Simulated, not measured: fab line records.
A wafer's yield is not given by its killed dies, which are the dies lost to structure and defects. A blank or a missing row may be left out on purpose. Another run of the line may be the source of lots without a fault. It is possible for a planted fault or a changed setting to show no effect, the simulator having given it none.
Matching of chambers ; flow n5 finfet ; N5_BEOL_M11_DESCUM_33 on rie diel-05: 4 sister chambers
The step chemistry O2, time 7.9 s. 16 wafers are shown with their chamber, then 8 later ones without.

== EACH WAFER AND ITS CHAMBER ==
wafer;chamber;showerhead plenum p Torr (Torr);drypump motor current A (A);oes product au (a.u.)
L076.4;3;2.14;5.9;0.69
L076.5;3;2.14;5.9;0.69
L076.6;0;2.02;6.6;0.74
L080.1;3;2.14;5.8;0.68
L080.4;1;2.14;5.3;0.92
L080.5;0;2.02;6.6;0.73
L081.1;2;2.10;6.6;0.73
L081.2;1;2.14;5.4;0.93
L081.6;2;2.10;6.6;0.73
L084.1;3;2.14;5.8;0.68
L084.2;1;2.14;5.3;0.93
L084.5;3;2.14;5.8;0.68
L085.2;1;2.14;5.3;0.92
L085.4;0;2.02;6.6;0.73
L085.6;1;2.14;5.3;0.91
L087.2;0;2.01;6.6;0.72

SIGNATURES (means of the wafers above)
reading;chamber 0;chamber 1;chamber 2;chamber 3;scatter within a chamber
showerhead plenum p Torr;2.0175;2.1400;2.1000;2.1400;0.0025
drypump motor current A;6.600;5.320;6.600;5.840;0.0408
oes product au;0.7300;0.9220;0.7300;0.6840;0.00707
Rule: a wafer's distance from a chamber is the root of the sum, over the readings, of the square of ((its reading less the chamber's mean) divided by the reading's scatter). The wafer belongs to the nearest chamber; if the next one is less than 2 further off, it can't be placed. The scatter: take each reading less its chamber's mean, square it, sum over the shown wafers, divide by the number of wafers less the number of chambers, and take the root.

== WAFERS WITH NO CHAMBER GIVEN ==
wafer;showerhead plenum p Torr (Torr);drypump motor current A (A);oes product au (a.u.)
L087.4;2.14;5.9;0.67
L087.6;2.14;5.3;0.92
L090.2;2.10;6.6;0.72
L090.3;2.01;6.6;0.72
L090.5;2.13;5.3;0.91
L092.2;2.10;6.6;0.72
L092.3;2.13;5.3;0.91
L092.5;2.13;5.3;0.90

== WHICH CHAMBER EACH ONE RAN IN ==
wafer;from the rows above;in truth
L087.4;3;3
L087.6;1;1
L090.2;2;2
L090.3;0;0
L090.5;1;1
L092.2;2;2
L092.3;1;1
L092.5;1;1
Correct placement for 8 of the 8. Number that these rows cannot place: 0. Placed wrongly: 0.
